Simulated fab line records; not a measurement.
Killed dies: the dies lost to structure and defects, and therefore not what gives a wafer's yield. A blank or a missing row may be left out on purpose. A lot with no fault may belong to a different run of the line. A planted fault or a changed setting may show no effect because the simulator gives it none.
Chamber matching ; flow n5-finfet ; N5_BEOL_M2_ILD_DEP_00 on pecvd-01: 3 sister chambers
The step deposits SiOC from DEMS/O2, target thk 79 nm, time 15.3 s. 6 wafers are shown with their chamber, then 11 later ones without.

WAFERS PAIRED WITH THEIR CHAMBERS
wafer;chamber;throttle-valve-pct (%);heater-power-w (W)
L087.2;2;10.8;410
L087.5;1;11.6;358
L089.2;2;10.6;475
L089.3;0;12.8;423
L089.6;0;12.4;431
L091.1;1;11.9;351

WAFERS MISSING THEIR CHAMBER
wafer;throttle-valve-pct (%);heater-power-w (W)
L091.4;12.8;442
L091.5;11.8;354
L092.1;11.7;335
L092.2;12.8;414
L092.3;12.6;420
L094.1;10.9;515
L094.4;11.7;373
L094.5;10.9;411
L097.2;12.9;445
L097.4;11.3;356
L097.5;12.7;431

EACH ONE'S CHAMBER
wafer;from the rows above;in truth
L091.4;0;0
L091.5;1;1
L092.1;1;1
L092.2;0;0
L092.3;0;0
L094.1;2;2
L094.4;1;1
L094.5;2;2
L097.2;0;0
L097.4;1;1
L097.5;0;0
Correct placement for 11 of the 11. Can't be placed from these rows: 0. Wrongly placed: 0.
How it was worked out, from the rows above alone: a wafer's distance from a chamber is the root of the sum, over the readings, of the square of ((its reading less the chamber's mean) divided by the reading's scatter). The wafer belongs to the nearest chamber; if the next one is less than 2 further off, it can't be placed. The mean given for a chamber averages the wafers shown for that chamber. The scatter: take each reading less its chamber's mean, square it, sum over the shown wafers, divide by the number of wafers less the number of chambers, and take the root.
